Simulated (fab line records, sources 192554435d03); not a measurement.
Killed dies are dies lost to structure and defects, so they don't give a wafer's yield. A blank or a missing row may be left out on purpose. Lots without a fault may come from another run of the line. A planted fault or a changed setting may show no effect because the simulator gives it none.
Chamber matching | flow n5_finfet | N5_BEOL_M10_PECVD_70 on pecvd-03: 3 sister chambers
The step deposits SiO2 from TEOS/O2, target thk 20 nm, time 22.7 s. 20 wafers are shown with their chamber, then 10 later ones without.

WAFERS WITH THEIR CHAMBER
wafer  | chamber | throttle_valve_pct (%) | showerhead_plenum_p_Torr (Torr) | heater_power_w (W)
L076.1 | 1       | 20.9                   | 8.83                            | 742
L076.2 | 0       | 22.3                   | 8.89                            | 783
L076.3 | 0       | 22.0                   | 8.89                            | 816
L081.1 | 1       | 21.2                   | 8.81                            | 727
L081.3 | 0       | 22.3                   | 8.90                            | 789
L081.6 | 2       | 20.8                   | 8.83                            | 707
L082.1 | 2       | 20.9                   | 8.84                            | 744
L082.3 | 0       | 22.1                   | 8.88                            | 734
L082.4 | 2       | 20.5                   | 8.85                            | 757
L085.1 | 1       | 21.1                   | 8.81                            | 720
L085.2 | 0       | 22.3                   | 8.88                            | 657
L085.6 | 2       | 20.6                   | 8.83                            | 648
L086.3 | 0       | 22.3                   | 8.90                            | 765
L086.4 | 1       | 21.0                   | 8.84                            | 699
L086.5 | 1       | 20.8                   | 8.82                            | 710
L088.1 | 0       | 22.6                   | 8.88                            | 776
L088.2 | 2       | 21.0                   | 8.85                            | 646
L088.3 | 1       | 21.2                   | 8.81                            | 693
L088.4 | 1       | 21.1                   | 8.83                            | 690
L088.5 | 2       | 21.0                   | 8.87                            | 650

SIGNATURES (means of the wafers above)
reading                  | chamber 0 | chamber 1 | chamber 2 | scatter within a chamber
throttle_valve_pct       | 22.271    | 21.043    | 20.800    | 0.183
showerhead_plenum_p_Torr | 8.8886    | 8.8214    | 8.8450    | 0.0122
heater_power_w           | 760.00    | 711.57    | 692.00    | 42.9
Rule: a wafer's distance from a chamber is the root of the sum, over the readings, of the square of ((its reading less the chamber's mean) divided by the reading's scatter). The wafer belongs to the nearest chamber; if the next one is less than 2 further off, it can't be placed. The scatter: the root of (the sum of the squares of (reading less its chamber's mean) over the shown wafers, divided by (wafers less chambers)).

WAFERS WITHOUT THEIR CHAMBER
wafer  | throttle_valve_pct (%) | showerhead_plenum_p_Torr (Torr) | heater_power_w (W)
L088.6 | 22.2                   | 8.90                            | 631
L087.3 | 20.7                   | 8.86                            | 744
L087.4 | 20.9                   | 8.84                            | 749
L087.5 | 21.2                   | 8.82                            | 648
L094.2 | 21.1                   | 8.88                            | 744
L094.3 | 20.8                   | 8.82                            | 737
L094.4 | 22.6                   | 8.90                            | 691
L096.1 | 21.1                   | 8.80                            | 682
L096.3 | 20.8                   | 8.84                            | 647
L096.5 | 21.0                   | 8.86                            | 642

WHICH CHAMBER EACH WENT THROUGH
wafer  | from the rows above     | in truth
L088.6 | 0                       | 0
L087.3 | can't be placed: 2 or 1 | 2
L087.4 | can't be placed: 2 or 1 | 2
L087.5 | can't be placed: 1 or 2 | 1
L094.2 | can't be placed: 2 or 1 | 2
L094.3 | can't be placed: 1 or 2 | 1
L094.4 | 0                       | 0
L096.1 | 1                       | 1
L096.3 | can't be placed: 2 or 1 | 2
L096.5 | can't be placed: 2 or 1 | 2
Placed correctly: 3 of 10. Can't be placed from these rows: 7 (the true chamber is among the candidates in 7). Placed wrongly: 0.
